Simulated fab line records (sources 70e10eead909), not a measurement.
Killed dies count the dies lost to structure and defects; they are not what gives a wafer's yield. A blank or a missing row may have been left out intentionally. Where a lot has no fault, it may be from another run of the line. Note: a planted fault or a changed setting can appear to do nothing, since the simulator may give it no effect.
Matching of chambers || flow nandHarc || NHARC_P_CONTACT_CMP_24 on cmp-04 has 4 sister chambers
The step polishes, t overpolish 30 s, target thk 200 nm. 7 wafers are shown with their chamber, then 7 later ones without.

EACH WAFER AND ITS CHAMBER
{"wafer": "L083.3", "chamber": 0, "motorCurrentA (A)": 11.0, "timeToEndpointS (s)": 35}
{"wafer": "L083.5", "chamber": 3, "motorCurrentA (A)": 9.8, "timeToEndpointS (s)": 41}
{"wafer": "L085.1", "chamber": 1, "motorCurrentA (A)": 11.8, "timeToEndpointS (s)": 36}
{"wafer": "L085.2", "chamber": 2, "motorCurrentA (A)": 12.5, "timeToEndpointS (s)": 38}
{"wafer": "L085.3", "chamber": 0, "motorCurrentA (A)": 10.9, "timeToEndpointS (s)": 39}
{"wafer": "L088.1", "chamber": 2, "motorCurrentA (A)": 12.0, "timeToEndpointS (s)": 42}
{"wafer": "L088.3", "chamber": 1, "motorCurrentA (A)": 11.4, "timeToEndpointS (s)": 35}

WAFERS WHOSE CHAMBER IS MISSING
{"wafer": "L088.5", "motorCurrentA (A)": 11.0, "timeToEndpointS (s)": 38}
{"wafer": "L089.1", "motorCurrentA (A)": 11.0, "timeToEndpointS (s)": 41}
{"wafer": "L089.4", "motorCurrentA (A)": 10.2, "timeToEndpointS (s)": 49}
{"wafer": "L089.5", "motorCurrentA (A)": 9.5, "timeToEndpointS (s)": 45}
{"wafer": "L095.1", "motorCurrentA (A)": 10.3, "timeToEndpointS (s)": 45}
{"wafer": "L095.3", "motorCurrentA (A)": 11.7, "timeToEndpointS (s)": 44}
{"wafer": "L095.5", "motorCurrentA (A)": 12.0, "timeToEndpointS (s)": 40}

WHICH CHAMBER EACH ONE RAN IN
{"wafer": "L088.5", "from the rows above": 0, "in truth": 0}
{"wafer": "L089.1", "from the rows above": "can't be placed: 0 or 1", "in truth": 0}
{"wafer": "L089.4", "from the rows above": 3, "in truth": 3}
{"wafer": "L089.5", "from the rows above": 3, "in truth": 3}
{"wafer": "L095.1", "from the rows above": "can't be placed: 3 or 0", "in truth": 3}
{"wafer": "L095.3", "from the rows above": "can't be placed: 2 or 1 or 0", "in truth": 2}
{"wafer": "L095.5", "from the rows above": "can't be placed: 2 or 1", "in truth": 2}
Placed correctly: 3 of 7. Not placeable from these rows: 4 (in 4, the candidates include the true chamber). Number placed wrongly: 0.
How it was worked out, from the rows above alone: a wafer's distance from a chamber is the root of the sum, over the readings, of the square of ((its reading less the chamber's mean) divided by the reading's scatter). The wafer belongs to the nearest chamber; if the next one is less than 2 further off, it can't be placed. The mean given for a chamber averages the wafers shown for that chamber. How the scatter is found: for the shown wafers, subtract from each reading the mean of its chamber, square and add these, divide the total by (wafers less chambers), then take the root.
